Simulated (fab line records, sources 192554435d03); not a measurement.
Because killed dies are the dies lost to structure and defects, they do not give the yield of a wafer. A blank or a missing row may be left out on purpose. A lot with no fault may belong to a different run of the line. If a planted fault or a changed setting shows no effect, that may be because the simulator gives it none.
Matching of chambers -- flow n5 finfet -- N5_BEOL_M8_STRIP_36 on rie diel-03 has 4 sister chambers
The step strips in N2/H2. 4 wafers are shown with their chamber, then 7 later ones without.

== WAFERS PAIRED WITH THEIR CHAMBERS ==
wafer,chamber,throttle valve pct (%)
L082.3,0,23.0
L086.4,1,24.1
L086.5,2,23.0
L088.4,3,23.4

== WAFERS WITH NO CHAMBER GIVEN ==
wafer,throttle valve pct (%)
L088.6,22.8
L092.2,23.4
L092.4,23.0
L092.6,22.9
L095.1,23.0
L095.3,23.4
L095.5,22.9

== EACH ONE'S CHAMBER ==
wafer,from the rows above,in truth
L088.6,can't be placed: 0 or 2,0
L092.2,3,3
L092.4,can't be placed: 0 or 2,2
L092.6,can't be placed: 0 or 2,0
L095.1,can't be placed: 0 or 2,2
L095.3,3,3
L095.5,can't be placed: 0 or 2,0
Placed correctly: 2 of 7. Unplaceable from these rows: 5, with the true chamber sitting among the candidates in 5. Wrongly placed: 0.
How it was worked out, from the rows above alone: a wafer's distance from a chamber is the root of the sum, over the readings, of the square of ((its reading less the chamber's mean) divided by the reading's scatter). The wafer belongs to the nearest chamber; if the next one is less than 2 further off, it can't be placed. Each chamber's mean is taken over the wafers shown for it. The scatter: root of mean squared gap, hidden wafer to nearest shown wafer, with one shown wafer a chamber.
